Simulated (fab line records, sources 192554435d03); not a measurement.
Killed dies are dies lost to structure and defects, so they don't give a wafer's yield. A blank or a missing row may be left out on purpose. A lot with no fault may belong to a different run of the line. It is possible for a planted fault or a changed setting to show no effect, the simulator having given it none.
Split-lot study ; flow n5-finfet ; 21 wafers read from 7 lots, route of 1938 steps

## THE SPLIT ITSELF
At N5_PASSIVATION_EXPOSE_41 (exposes mask PASS OPEN, defocus 0 nm, target cd 40000 nm), the setting dose-mj was moved away from the recipe's 57.25 on 8 of the 21 wafers read, by -5.9% to +7.0%. All remaining wafers had this setting at the recipe value.

## FROM THE SPLIT TO THE READING: what the file shows between them, 3 steps
- N5_PASSIVATION_PEB_42
- N5_PASSIVATION_DEVELOP_43: develop time 60 s
- N5_PASSIVATION_HARDBAKE_45: time 120 s

## THE READING
Shown in nm: cd-nm at N5_PASSIVATION_CD_MEAS_44, with target cd 40000 nm. On this fab line, fault-free wafers typically give 39999 nm with a standard deviation of 5.9 nm.

wafer;tool, chamber at the split;dose-mj as run;against the recipe;cd-nm, nm;against lot-mates on the recipe
L077.2;krf-scanner-01, 0;57.25;recipe;40004;-
L077.3;krf-scanner-01, 0;57.25;recipe;40000;-
L077.5;krf-scanner-01, 0;57.25;recipe;39998;-
L083.1;krf-scanner-02, 0;53.9;-5.9%;39969;-32
L083.4;krf-scanner-02, 0;53.9;-5.9%;39974;-27
L083.5;krf-scanner-02, 0;57.25;recipe;40001;-
L085.1;krf-scanner-01, 0;57.25;recipe;39997;-
L085.2;krf-scanner-01, 0;57.25;recipe;40011;-
L085.4;krf-scanner-01, 0;57.25;recipe;40001;-
L086.3;krf-scanner-01, 0;57.25;recipe;40000;-
L086.4;krf-scanner-01, 0;57.25;recipe;40002;-
L086.6;krf-scanner-01, 0;57.25;recipe;39996;-
L089.1;krf-scanner-02, 0;57.25;recipe;40005;-
L089.5;krf-scanner-02, 0;61.25;+7.0%;40024;+19
L089.6;krf-scanner-02, 0;61.25;+7.0%;40038;+33
L095.1;krf-scanner-01, 0;57.25;recipe;39995;-
L095.2;krf-scanner-01, 0;54.23;-5.3%;39982;-16
L095.6;krf-scanner-01, 0;57.25;recipe;40000;-
L094.2;krf-scanner-02, 0;58.96;+3.0%;40023;no lot-mate on the recipe
L094.3;krf-scanner-02, 0;58.96;+3.0%;40014;no lot-mate on the recipe
L094.4;krf-scanner-02, 0;58.96;+3.0%;40012;no lot-mate on the recipe

FIT RESULTS
A straight line over all 21 wafers: cd-nm changes by +4.54 nm for each +1% of dose-mj; r = +0.95; the points scatter about the line by 4.9 nm.
The same after taking each lot's own level away (the mean of its wafers on the recipe; 18 wafers): +4.07 nm for each +1%; r = +0.95; scatter 4.8 nm.
The reading moves by 28 nm for the largest change in dose-mj, on that fit.
From 39997.5 to 40005.0 nm: that is the span of the lots' own levels, equal to 1.3 times the standard deviation above.
So the slope is not independent of the lot-to-lot level: the two fits are not the same.
Check: +32 nm against its lot-mates is what the line predicts for one of the wafers moved furthest among these (+7.0%) when that wafer is left out of the fit. It came out at +19 nm against them.

## THE OTHER SPLITS THESE WAFERS WENT THROUGH
Before the reading, these wafers also passed through other splits. Each is held against what the fit with the lots' levels taken away leaves over:
other split on the same wafers;wafers away from the commonest value;r with cd-nm (lot level and that fit taken away)
N5_BEOL_M15_TRENCH_ETCH_34 time-s;6;+0.28
N5_PASSIVATION_EXPOSE_27 dose-mj;7;+0.02

## FILE'S OWN FIT
cd-nm changes by +3.94 nm for each +1% of dose-mj, r = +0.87.
